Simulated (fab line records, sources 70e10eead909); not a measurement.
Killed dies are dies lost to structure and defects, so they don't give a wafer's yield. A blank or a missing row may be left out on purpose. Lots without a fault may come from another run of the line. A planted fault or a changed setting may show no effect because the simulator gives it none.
Chamber matching | flow nand_harc | NHARC_A_WL_FILL_ALD_00 on ald_hk-02: 4 sister chambers
The step deposits Al2O3, target thk 3 nm, pulse time 3 s, ald cycles 30. 4 wafers are shown with their chamber, then 7 later ones without.

WAFERS WITH THEIR CHAMBER
wafer  | chamber | heater_power_w (W)
L088.4 | 2       | 400
L091.6 | 1       | 507
L092.1 | 0       | 519
L092.4 | 3       | 528

WAFERS WITHOUT THEIR CHAMBER
wafer  | heater_power_w (W)
L092.5 | 525
L093.4 | 408
L093.5 | 517
L093.6 | 515
L095.1 | 394
L095.4 | 516
L095.6 | 544

WHICH CHAMBER EACH WENT THROUGH
wafer  | from the rows above          | in truth
L092.5 | can't be placed: 3 or 0 or 1 | 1
L093.4 | 2                            | 2
L093.5 | can't be placed: 0 or 1 or 3 | 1
L093.6 | can't be placed: 0 or 1 or 3 | 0
L095.1 | 2                            | 2
L095.4 | can't be placed: 0 or 1 or 3 | 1
L095.6 | can't be placed: 3 or 0      | 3
Placed correctly: 2 of 7. Can't be placed from these rows: 5 (the true chamber is among the candidates in 5). Placed wrongly: 0.
How it was worked out, from the rows above alone: a wafer's distance from a chamber is the root of the sum, over the readings, of the square of ((its reading less the chamber's mean) divided by the reading's scatter). The wafer belongs to the nearest chamber; if the next one is less than 2 further off, it can't be placed. A chamber's mean is the mean of its shown wafers. The scatter: with one shown wafer a chamber, the root of the mean of the squares of how far each hidden wafer lies from its nearest shown one.
